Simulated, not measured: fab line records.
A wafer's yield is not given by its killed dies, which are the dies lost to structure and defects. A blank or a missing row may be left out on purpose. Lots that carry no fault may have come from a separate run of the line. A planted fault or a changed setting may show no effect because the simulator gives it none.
Split-lot trial :: flow n5Finfet :: 7 lots, 21 wafers read, on a route of 1938 steps

ON THE SPLIT
At N5_WELL_APT_PEB_06 (peb time 90 s), the setting pebTimeS was moved away from the recipe's 90 s on 8 of the 21 wafers read, by -9.6% to +20.4%. The other wafers ran this setting at the recipe's value.

FROM THE SPLIT TO THE READING: what the file shows between them, 2 steps
- N5_WELL_APT_DEVELOP_07: develop time 45 s (also split here: developTimeS)
- N5_WELL_APT_HARDBAKE_12: time 120 s

THE READING
At N5_WELL_APT_CD_MEAS_08: cdNm in nanometres, against a target cd of 200 nm. Typical for fault-free wafers on this fab line: 200.1 nm, with standard deviation 2 nm.

wafer: L080.2
tool, chamber at the split: lithoTrack-01, 0
pebTimeS as run, s: 90
against the recipe: recipe
cdNm, nm: 201.1
against lot-mates on the recipe: -

wafer: L080.3
tool, chamber at the split: lithoTrack-01, 0
pebTimeS as run, s: 90
against the recipe: recipe
cdNm, nm: 200.6
against lot-mates on the recipe: -

wafer: L080.6
tool, chamber at the split: lithoTrack-01, 0
pebTimeS as run, s: 90
against the recipe: recipe
cdNm, nm: 201.6
against lot-mates on the recipe: -

wafer: L084.1
tool, chamber at the split: lithoTrack-03, 0
pebTimeS as run, s: 90
against the recipe: recipe
cdNm, nm: 196.4
against lot-mates on the recipe: -

wafer: L084.4
tool, chamber at the split: lithoTrack-03, 0
pebTimeS as run, s: 84.35
against the recipe: -6.3%
cdNm, nm: 195.0
against lot-mates on the recipe: -1.4

wafer: L084.5
tool, chamber at the split: lithoTrack-03, 0
pebTimeS as run, s: 84.35
against the recipe: -6.3%
cdNm, nm: 194.0
against lot-mates on the recipe: -2.4

wafer: L086.2
tool, chamber at the split: lithoTrack-03, 0
pebTimeS as run, s: 90
against the recipe: recipe
cdNm, nm: 195.5
against lot-mates on the recipe: -

wafer: L086.3
tool, chamber at the split: lithoTrack-03, 0
pebTimeS as run, s: 90
against the recipe: recipe
cdNm, nm: 195.7
against lot-mates on the recipe: -

wafer: L086.5
tool, chamber at the split: lithoTrack-03, 0
pebTimeS as run, s: 108.4
against the recipe: +20.4%
cdNm, nm: 206.3
against lot-mates on the recipe: +10.7

wafer: L087.4
tool, chamber at the split: lithoTrack-01, 0
pebTimeS as run, s: 90
against the recipe: recipe
cdNm, nm: 200.2
against lot-mates on the recipe: -

wafer: L087.5
tool, chamber at the split: lithoTrack-01, 0
pebTimeS as run, s: 90
against the recipe: recipe
cdNm, nm: 198.7
against lot-mates on the recipe: -

wafer: L087.6
tool, chamber at the split: lithoTrack-01, 0
pebTimeS as run, s: 81.34
against the recipe: -9.6%
cdNm, nm: 197.0
against lot-mates on the recipe: -2.4

wafer: L088.1
tool, chamber at the split: lithoTrack-02, 0
pebTimeS as run, s: 103.3
against the recipe: +14.8%
cdNm, nm: 204.8
against lot-mates on the recipe: no lot-mate on the recipe

wafer: L088.4
tool, chamber at the split: lithoTrack-02, 0
pebTimeS as run, s: 103.3
against the recipe: +14.8%
cdNm, nm: 205.6
against lot-mates on the recipe: no lot-mate on the recipe

wafer: L088.5
tool, chamber at the split: lithoTrack-02, 0
pebTimeS as run, s: 103.3
against the recipe: +14.8%
cdNm, nm: 205.5
against lot-mates on the recipe: no lot-mate on the recipe

wafer: L091.1
tool, chamber at the split: lithoTrack-02, 0
pebTimeS as run, s: 90
against the recipe: recipe
cdNm, nm: 202.2
against lot-mates on the recipe: -

wafer: L091.3
tool, chamber at the split: lithoTrack-02, 0
pebTimeS as run, s: 90
against the recipe: recipe
cdNm, nm: 202.3
against lot-mates on the recipe: -

wafer: L091.6
tool, chamber at the split: lithoTrack-02, 0
pebTimeS as run, s: 90
against the recipe: recipe
cdNm, nm: 202.1
against lot-mates on the recipe: -

wafer: L096.1
tool, chamber at the split: lithoTrack-01, 0
pebTimeS as run, s: 100.6
against the recipe: +11.8%
cdNm, nm: 203.7
against lot-mates on the recipe: +3.9

wafer: L096.5
tool, chamber at the split: lithoTrack-01, 0
pebTimeS as run, s: 90
against the recipe: recipe
cdNm, nm: 200.2
against lot-mates on the recipe: -

wafer: L096.6
tool, chamber at the split: lithoTrack-01, 0
pebTimeS as run, s: 90
against the recipe: recipe
cdNm, nm: 199.3
against lot-mates on the recipe: -

THE FIT
A straight line over all 21 wafers: cdNm changes by +0.39 nm for each +1% of pebTimeS; r = +0.83; the points scatter about the line by 2.2 nm.
The same after taking each lot's own level away (the mean of its wafers on the recipe; 18 wafers): +0.426 nm for each +1%; r = +0.96; scatter 0.82 nm.
The reading moves by 8.7 nm for the largest change in pebTimeS, on that fit.
From 195.60 to 202.20 nm: that is the span of the lots' own levels, equal to 3.3 times the standard deviation above.
The two slopes agree, so the slope changes little with the lot-to-lot level.
Check: for one of the wafers moved furthest among these (+20.4%), held out of the fit, the line's prediction against its lot-mates is +6.28 nm. Against them it came out at +10.7 nm.

FURTHER SPLITS ON THESE WAFERS
Other splits were also applied to these wafers ahead of the reading. Each is held against what the fit with the lots' levels taken away leaves over:
other split on the same wafers: N5_WELL_APT_DEVELOP_07 developTimeS
wafers away from the commonest value: 4
r with cdNm (lot level and that fit taken away): +0.33

THE WHOLE CHAIN: every reading that the file lists as answering this split, in the file's order
step: N5_WELL_APT_CD_MEAS_08
what it does: target cd 200 nm
reading: cdNm
change (the file's fit): +0.435 nm for each +1% of the setting
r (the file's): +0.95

step: N5_WELL_APT_DESCUM_13
what it does: chemistry O2, time 7.9 s
reading: WELL_APT.cdNm (the simulator's own value, which no gauge read)
change (the file's fit): +0.416 nm for each +1% of the setting
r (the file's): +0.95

FILE'S OWN FIT
cdNm changes by +0.435 nm for each +1% of pebTimeS, r = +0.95.
